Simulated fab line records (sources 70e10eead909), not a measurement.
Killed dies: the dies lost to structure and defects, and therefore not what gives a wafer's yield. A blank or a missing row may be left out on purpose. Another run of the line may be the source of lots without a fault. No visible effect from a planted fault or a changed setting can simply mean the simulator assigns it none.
What tool caused it? | flow nand harc | 6 lots with 18 wafers sampled at 5 steps, on a route of 1159 steps

## WHAT THE GAUGES READ, wafer by wafer
NHARC_END_SORT_01.
lot  | measured     | on        | killed at array
L119 | day 24 04:29 | prober-01 | 15 21 675
L122 | day 24 12:58 | prober-02 | 36 676 27

## EACH LOT AND THE TOOL THAT RAN IT (in order: tool; ch and the chambers of the sampled wafers; start)
lot  | NHARC_A_STAIRCASE_ETCH_17                     | NHARC_A_STAIRCASE_ETCH_19          | NHARC_A_STAIRCASE_ETCH_21                     | NHARC_A_STAIRCASE_TRIM_26
L102 | rie diel-02 ch 0,1,3, day 11 10:32 or earlier | rie diel-02 ch 0,1,2, day 11 10:32 | rie diel-04 ch 2,3, no start                  | rie diel-04 ch 0,1,2, no start
L105 | rie diel-01 ch 0,1,2, day 12 10:41 or earlier | rie diel-01 ch 0,1,2, day 12 10:41 | rie diel-02 ch 0,1,2, no start                | rie diel-02 ch 0,1,2, no start
L109 | rie diel-02 ch 0,1,2, day 13 02:09 or earlier | rie diel-02 ch 0,1,2, day 13 02:09 | rie diel-01 ch 0,1,2, no start                | rie diel-01 ch 1,2, no start
L112 | rie diel-04 ch 1,2,3, day 14 00:28 or earlier | rie diel-04 ch 0,2,3, day 14 00:28 | rie diel-04 ch 0,1,3, no start                | rie diel-04 ch 1,2, no start
L119 | rie diel-02 ch 0,3, day 15 11:35 or earlier   | rie diel-02 ch 0,2,3, day 15 11:35 | rie diel-02 ch 0,2,3, day 24 04:29 or earlier | rie diel-02 ch 0,2,3, day 24 04:29 or earlier
L122 | rie diel-02 ch 0,1,2, day 16 07:10 or earlier | rie diel-02 ch 0,2, day 16 07:10   | rie diel-04 ch 1,2,3, day 24 12:58 or earlier | rie diel-04 ch 1,2, day 24 12:58 or earlier
- NHARC_A_STAIRCASE_ETCH_17: etches the open film in C4F8/O2, target depth 100 nm, time 40.5 s.
- NHARC_A_STAIRCASE_ETCH_19: etches the open film in C4F8/O2, target depth 100 nm, time 40.5 s.
- NHARC_A_STAIRCASE_ETCH_21: etches the open film in C4F8/O2, target depth 100 nm, time 40.5 s.
- NHARC_A_STAIRCASE_TRIM_26: chemistry O2, time 211.2 s.

## THE ANSWER, worked out from the rows above alone
Rule: what is usual is taken from the lots themselves. Put in order of their means at a reading, lots are off if they are a third of the lots or fewer, leave a main group of 4 or more, and stand apart from it by a gap of 3 or more times the standard deviation of the main group's means; of several such gaps the widest counts. A main group whose means are all the same, to the digits that the tables above print for the reading, isn't used. Also off: a lot with no number at a reading for which 4 or more lots have one. Where the step has rows for the other lots, those lots are counted as sound.
Nothing can be told from this: no lot is off at any reading shown.

## WHAT THE SIMULATOR HAD INSERTED
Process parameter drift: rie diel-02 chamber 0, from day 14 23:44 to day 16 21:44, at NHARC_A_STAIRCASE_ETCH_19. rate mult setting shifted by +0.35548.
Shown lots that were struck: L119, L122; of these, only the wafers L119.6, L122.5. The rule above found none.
